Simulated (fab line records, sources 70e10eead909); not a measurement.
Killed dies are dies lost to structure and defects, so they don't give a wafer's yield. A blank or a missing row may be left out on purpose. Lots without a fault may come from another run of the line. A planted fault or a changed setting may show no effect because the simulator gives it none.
Chamber matching | flow nand_harc | NHARC_A_CONTACT_DESCUM_47 on rie_diel-08: 4 sister chambers
The step chemistry O2, time 3 s. 14 wafers are shown with their chamber, then 7 later ones without.

WAFERS WITH THEIR CHAMBER
wafer  | chamber | showerhead_plenum_p_Torr (Torr) | drypump_motor_current_A (A) | oes_product_au (a.u.)
L077.2 | 0       | 1.92                            | 6.3                         | 0.985
L077.4 | 2       | 1.95                            | 5.5                         | 1.004
L077.5 | 0       | 1.92                            | 6.3                         | 0.983
L076.2 | 3       | 1.87                            | 5.8                         | 1.010
L076.4 | 1       | 1.79                            | 6.3                         | 1.021
L076.6 | 2       | 1.95                            | 5.5                         | 1.018
L081.1 | 0       | 1.92                            | 6.3                         | 0.979
L081.3 | 2       | 1.95                            | 5.5                         | 1.005
L081.5 | 2       | 1.95                            | 5.5                         | 1.002
L081.2 | 3       | 1.87                            | 5.7                         | 1.008
L081.4 | 1       | 1.79                            | 6.3                         | 1.014
L081.6 | 3       | 1.87                            | 5.8                         | 1.003
L085.1 | 3       | 1.87                            | 5.8                         | 1.003
L085.3 | 2       | 1.94                            | 5.5                         | 1.010

SIGNATURES (means of the wafers above)
reading                  | chamber 0 | chamber 1 | chamber 2 | chamber 3 | scatter within a chamber
showerhead_plenum_p_Torr | 1.9200    | 1.7900    | 1.9480    | 1.8700    | 0.00283
drypump_motor_current_A  | 6.300     | 6.300     | 5.500     | 5.775     | 0.0274
oes_product_au           | 0.98233   | 1.01750   | 1.00780   | 1.00600   | 0.00496
Rule: a wafer's distance from a chamber is the root of the sum, over the readings, of the square of ((its reading less the chamber's mean) divided by the reading's scatter). The wafer belongs to the nearest chamber; if the next one is less than 2 further off, it can't be placed. The scatter: the root of (the sum of the squares of (reading less its chamber's mean) over the shown wafers, divided by (wafers less chambers)).

WAFERS WITHOUT THEIR CHAMBER
wafer  | showerhead_plenum_p_Torr (Torr) | drypump_motor_current_A (A) | oes_product_au (a.u.)
L085.6 | 1.87                            | 5.8                         | 1.020
L089.2 | 1.86                            | 5.8                         | 1.003
L089.4 | 1.94                            | 5.6                         | 1.009
L089.5 | 1.78                            | 6.3                         | 1.014
L092.1 | 1.91                            | 6.3                         | 0.984
L092.3 | 1.78                            | 6.3                         | 1.006
L092.5 | 1.78                            | 6.3                         | 1.013

WHICH CHAMBER EACH WENT THROUGH
wafer  | from the rows above | in truth
L085.6 | 3                   | 3
L089.2 | 3                   | 3
L089.4 | 2                   | 2
L089.5 | 1                   | 1
L092.1 | 0                   | 0
L092.3 | 1                   | 1
L092.5 | 1                   | 1
Placed correctly: 7 of 7. Can't be placed from these rows: 0. Placed wrongly: 0.
